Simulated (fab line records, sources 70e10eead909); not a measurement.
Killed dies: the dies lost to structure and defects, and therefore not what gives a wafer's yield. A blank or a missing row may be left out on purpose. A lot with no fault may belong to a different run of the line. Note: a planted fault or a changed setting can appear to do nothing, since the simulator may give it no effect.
Matching of chambers || flow nand-harc || NHARC_P_STI_ETCH_15 on rie-si-05 has 4 sister chambers
The step etches the open film in HBr/Cl2, target depth 300 nm, time 100.1 s. 14 wafers are shown with their chamber, then 7 later ones without.

## WAFERS PAIRED WITH THEIR CHAMBERS
{"wafer": "L076.2", "chamber": 2, "drypump-motor-current-A (A)": 6.2, "rf-fwd-power-W (W)": 396.8, "oes-product-au (a.u.)": 1.010}
{"wafer": "L076.4", "chamber": 1, "drypump-motor-current-A (A)": 5.5, "rf-fwd-power-W (W)": 398.3, "oes-product-au (a.u.)": 1.013}
{"wafer": "L076.6", "chamber": 0, "drypump-motor-current-A (A)": 5.6, "rf-fwd-power-W (W)": 397.9, "oes-product-au (a.u.)": 1.004}
{"wafer": "L077.3", "chamber": 0, "drypump-motor-current-A (A)": 5.6, "rf-fwd-power-W (W)": 397.3, "oes-product-au (a.u.)": 0.988}
{"wafer": "L077.4", "chamber": 1, "drypump-motor-current-A (A)": 5.5, "rf-fwd-power-W (W)": 398.5, "oes-product-au (a.u.)": 1.001}
{"wafer": "L077.6", "chamber": 1, "drypump-motor-current-A (A)": 5.5, "rf-fwd-power-W (W)": 399.2, "oes-product-au (a.u.)": 1.008}
{"wafer": "L080.2", "chamber": 0, "drypump-motor-current-A (A)": 5.7, "rf-fwd-power-W (W)": 398.3, "oes-product-au (a.u.)": 0.998}
{"wafer": "L080.3", "chamber": 1, "drypump-motor-current-A (A)": 5.5, "rf-fwd-power-W (W)": 397.0, "oes-product-au (a.u.)": 1.010}
{"wafer": "L080.5", "chamber": 1, "drypump-motor-current-A (A)": 5.5, "rf-fwd-power-W (W)": 398.9, "oes-product-au (a.u.)": 1.004}
{"wafer": "L083.1", "chamber": 0, "drypump-motor-current-A (A)": 5.7, "rf-fwd-power-W (W)": 395.8, "oes-product-au (a.u.)": 0.986}
{"wafer": "L083.3", "chamber": 3, "drypump-motor-current-A (A)": 6.3, "rf-fwd-power-W (W)": 398.6, "oes-product-au (a.u.)": 0.998}
{"wafer": "L083.6", "chamber": 2, "drypump-motor-current-A (A)": 6.2, "rf-fwd-power-W (W)": 396.3, "oes-product-au (a.u.)": 0.987}
{"wafer": "L085.1", "chamber": 0, "drypump-motor-current-A (A)": 5.7, "rf-fwd-power-W (W)": 395.1, "oes-product-au (a.u.)": 0.985}
{"wafer": "L085.2", "chamber": 3, "drypump-motor-current-A (A)": 6.2, "rf-fwd-power-W (W)": 398.8, "oes-product-au (a.u.)": 0.987}

SIGNATURES (averages over the wafers above)
{"reading": "drypump-motor-current-A", "chamber 0": 5.660, "chamber 1": 5.500, "chamber 2": 6.200, "chamber 3": 6.250, "scatter within a chamber": 0.0412}
{"reading": "rf-fwd-power-W", "chamber 0": 396.880, "chamber 1": 398.380, "chamber 2": 396.550, "chamber 3": 398.700, "scatter within a chamber": 1.03}
{"reading": "oes-product-au", "chamber 0": 0.99220, "chamber 1": 1.00720, "chamber 2": 0.99850, "chamber 3": 0.99250, "scatter within a chamber": 0.00835}
Rule: a wafer lies at a distance from a chamber equal to the root of the sum of squares, over the readings, of (its reading less the chamber's mean, divided by the reading's scatter). If the next closest chamber is less than 2 further off than the closest, the wafer can't be placed; otherwise it belongs to the closest. The scatter: the root of (the sum of the squares of (reading less its chamber's mean) over the shown wafers, divided by (wafers less chambers)).

## WAFERS WITHOUT THEIR CHAMBER
{"wafer": "L085.4", "drypump-motor-current-A (A)": 6.2, "rf-fwd-power-W (W)": 398.2, "oes-product-au (a.u.)": 0.986}
{"wafer": "L090.2", "drypump-motor-current-A (A)": 6.2, "rf-fwd-power-W (W)": 397.3, "oes-product-au (a.u.)": 1.007}
{"wafer": "L090.5", "drypump-motor-current-A (A)": 5.5, "rf-fwd-power-W (W)": 396.8, "oes-product-au (a.u.)": 1.009}
{"wafer": "L090.6", "drypump-motor-current-A (A)": 6.2, "rf-fwd-power-W (W)": 397.5, "oes-product-au (a.u.)": 0.989}
{"wafer": "L094.1", "drypump-motor-current-A (A)": 6.2, "rf-fwd-power-W (W)": 396.5, "oes-product-au (a.u.)": 1.007}
{"wafer": "L094.2", "drypump-motor-current-A (A)": 5.6, "rf-fwd-power-W (W)": 395.8, "oes-product-au (a.u.)": 0.992}
{"wafer": "L094.4", "drypump-motor-current-A (A)": 6.2, "rf-fwd-power-W (W)": 396.8, "oes-product-au (a.u.)": 1.001}

## THE CHAMBER EACH PASSED THROUGH
{"wafer": "L085.4", "from the rows above": "can't be placed: 3 or 2", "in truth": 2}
{"wafer": "L090.2", "from the rows above": "can't be placed: 2 or 3", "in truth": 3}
{"wafer": "L090.5", "from the rows above": 1, "in truth": 1}
{"wafer": "L090.6", "from the rows above": "can't be placed: 2 or 3", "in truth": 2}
{"wafer": "L094.1", "from the rows above": "can't be placed: 2 or 3", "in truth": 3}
{"wafer": "L094.2", "from the rows above": 0, "in truth": 0}
{"wafer": "L094.4", "from the rows above": 2, "in truth": 2}
Correctly placed: 3 of 7. Can't be placed from these rows: 4 (the true chamber is among the candidates in 4). Placed wrongly: 0.
